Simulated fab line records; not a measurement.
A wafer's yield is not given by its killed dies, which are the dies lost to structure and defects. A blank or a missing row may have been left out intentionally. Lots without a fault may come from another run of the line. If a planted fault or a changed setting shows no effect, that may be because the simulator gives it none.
Which tool did it? | flow n5Finfet | 12 lots (36 wafers sampled), 1 step of a 1938-step route

WHAT EACH GAUGE READ, for each wafer
N5_STI_FIN_REVEAL_CD_MEAS_22: target cd 6.238 nm, pitch 28 nm.
lot  | measured    | on       | cdNm (nm)
L075 | day 2 19:13 | cdSem-03 | 6.0 6.0 5.8
L077 | day 3 07:07 | cdSem-03 | 5.9 6.0 6.6
L079 | day 3 20:57 | cdSem-01 | 5.9 6.3 6.8
L081 | day 4 07:06 | cdSem-02 | 6.3 5.9 6.0
L083 | day 4 19:17 | cdSem-03 | 6.9 6.0 6.2
L085 | day 5 07:43 | cdSem-01 | 6.6 6.5 7.0
L087 | day 5 19:50 | cdSem-02 | 6.4 6.1 6.2
L089 | day 6 07:19 | cdSem-03 | 6.6 6.4 6.5
L091 | day 6 20:41 | cdSem-01 | 6.0 6.0 5.9
L093 | day 7 08:04 | cdSem-03 | 6.4 6.2 6.5
L095 | day 7 21:11 | cdSem-01 | 6.2 6.3 6.2
L097 | day 8 09:13 | cdSem-03 | 5.9 6.4 6.0

WHICH TOOL RAN EACH LOT (tool, then ch and the chambers of the sampled wafers, then the start)
Before these readings, the record contains no process step.

THE ANSWER, worked out from the rows above alone
Rule: the lots themselves supply what counts as usual. Put in order of their means at a reading, lots are off if they are a third of the lots or fewer, leave a main group of 4 or more, and stand apart from it by a gap of 3 or more times the standard deviation of the main group's means; of several such gaps the widest counts. Not used: any main group whose means are identical at the precision the tables above print for the reading. Also off: a lot with no number at a reading for which 4 or more lots have one. The other lots that the step has rows for count as sound.
No lot is off at any reading shown: from this, nothing can be told.

WHAT HAD BEEN PUT IN BY THE SIMULATOR
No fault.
